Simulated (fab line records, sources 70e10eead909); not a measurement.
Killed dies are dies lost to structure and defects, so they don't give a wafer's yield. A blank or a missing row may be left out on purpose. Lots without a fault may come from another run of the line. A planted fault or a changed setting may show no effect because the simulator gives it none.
Which tool did it? | flow nand_harc | 24 lots, 72 wafers sampled, at 2 steps of a route of 1159

WHAT THE GAUGES READ, wafer by wafer
NHARC_A_SLIT_CD_MEAS_09: target cd 300 nm. Usual: cd_nm 299.9 nm, standard deviation 0.44.
lot  | measured     | on        | cd_nm (nm)        | flag
L074 | day 14 06:47 | cd_sem-02 | 300.1 300.0 299.5 |
L075 | day 15 01:22 | cd_sem-03 | 300.2 299.6 299.8 |
L077 | day 15 01:33 | cd_sem-02 | 299.9 300.2 299.7 |
L076 | day 15 05:15 | cd_sem-03 | 300.2 300.6 299.9 |
L079 | day 15 05:31 | cd_sem-03 | 299.4 299.1 300.1 |
L078 | day 15 12:14 | cd_sem-02 | 299.4 299.9 299.0 |
L080 | day 15 12:37 | cd_sem-01 | 299.6 300.0 299.3 |
L081 | day 15 20:22 | cd_sem-01 | 299.5 299.9 300.2 |
L083 | day 16 09:20 | cd_sem-01 | 300.1 300.8 300.2 |
L082 | day 16 09:36 | cd_sem-02 | 300.3 299.5 300.1 |
L085 | day 17 02:27 | cd_sem-02 | 300.2 299.5 299.7 |
L084 | day 17 02:47 | cd_sem-01 | 299.8 299.4 299.3 |
L086 | day 17 11:29 | cd_sem-02 | 300.0 299.9 300.2 |
L087 | day 17 11:55 | cd_sem-02 | 299.2 299.7 299.4 |
L088 | day 17 12:04 | cd_sem-01 | 300.6 299.2 300.4 |
L089 | day 17 22:42 | cd_sem-01 | 300.7 300.1 300.4 |
L090 | day 17 23:00 | cd_sem-03 | 300.1 300.0 300.3 |
L092 | day 18 13:41 | cd_sem-01 | 299.2 300.0 300.3 |
L091 | day 18 14:08 | cd_sem-02 | 300.2 300.7 300.9 |
L093 | day 18 15:42 | cd_sem-01 | 299.6 299.6 299.4 |
L097 | day 19 08:35 | cd_sem-02 | 300.0 299.9 299.6 |
L094 | day 19 09:02 | cd_sem-01 | 299.6 299.8 299.3 |
L095 | day 19 10:31 | cd_sem-01 | 299.1 300.0 300.2 |
L096 | day 19 23:23 | cd_sem-02 | 300.5 300.5 300.5 |

NHARC_A_SLIT_INSPECT_11. Usual: raw_defect_count 21, standard deviation 11.
lot  | measured     | on                | raw_defect_count | flag
L074 | day 14 06:55 | defect_inspect-02 | 15 23 22         |
L075 | day 15 01:29 | defect_inspect-02 | 22 22 25         |
L077 | day 15 01:41 | defect_inspect-02 | 5 4 16           |
L076 | day 15 05:23 | defect_inspect-01 | 13 13 8          |
L079 | day 15 05:38 | defect_inspect-01 | 14 17 12         |
L078 | day 15 12:21 | defect_inspect-01 | 12 8 18          |
L080 | day 15 12:44 | defect_inspect-01 | 22 13 20         |
L081 | day 15 20:29 | defect_inspect-01 | 30 22 17         |
L083 | day 16 09:27 | defect_inspect-02 | 13 19 8          |
L082 | day 16 09:43 | defect_inspect-01 | 46 33 29         |
L085 | day 17 02:35 | defect_inspect-01 | 36 28 17         |
L084 | day 17 02:55 | defect_inspect-01 | 11 12 15         |
L086 | day 17 11:37 | defect_inspect-02 | 17 21 18         |
L087 | day 17 12:02 | defect_inspect-01 | 42 52 43         |
L088 | day 17 12:12 | defect_inspect-02 | 9 13 8           |
L089 | day 17 22:49 | defect_inspect-01 | 10 17 19         |
L090 | day 17 23:08 | defect_inspect-02 | 30 34 35         |
L092 | day 18 13:49 | defect_inspect-02 | 23 12 14         |
L091 | day 18 14:16 | defect_inspect-02 | 27 31 33         |
L093 | day 18 15:50 | defect_inspect-02 | 13 9 8           |
L097 | day 19 08:42 | defect_inspect-02 | 34 35 40         |
L094 | day 19 09:09 | defect_inspect-02 | 22 28 28         |
L095 | day 19 10:38 | defect_inspect-02 | 13 18 16         |
L096 | day 19 23:30 | defect_inspect-01 | 17 13 17         |

WHICH TOOL RAN EACH LOT (tool, then ch and the chambers of the sampled wafers, then the start)
The record holds no process step before these readings.

WHAT THE TOOLS THEMSELVES READ (means of the sampled wafers that have a number; where no wafer has one, the mark that the record gives instead)
The record holds no such reading with a usual standard deviation.

THE ANSWER, worked out from the rows above alone
Rule: a lot is off if the mean of its wafers that have a number lies more than 3 standard deviations from the usual mean. A lot without any number at a reading at which 4 lots or more have one is off too. The other lots that the step has rows for count as sound. The gauges are gone through in route order, then the tools' own readings, and for those a lot's mean is taken as printed above. The first step at which some lot is off is used, and at that step the reading that is off furthest; a lot without a number counts as furthest.
No lot is off at any reading shown: from this, nothing can be told.

WHAT THE SIMULATOR HAD PUT IN
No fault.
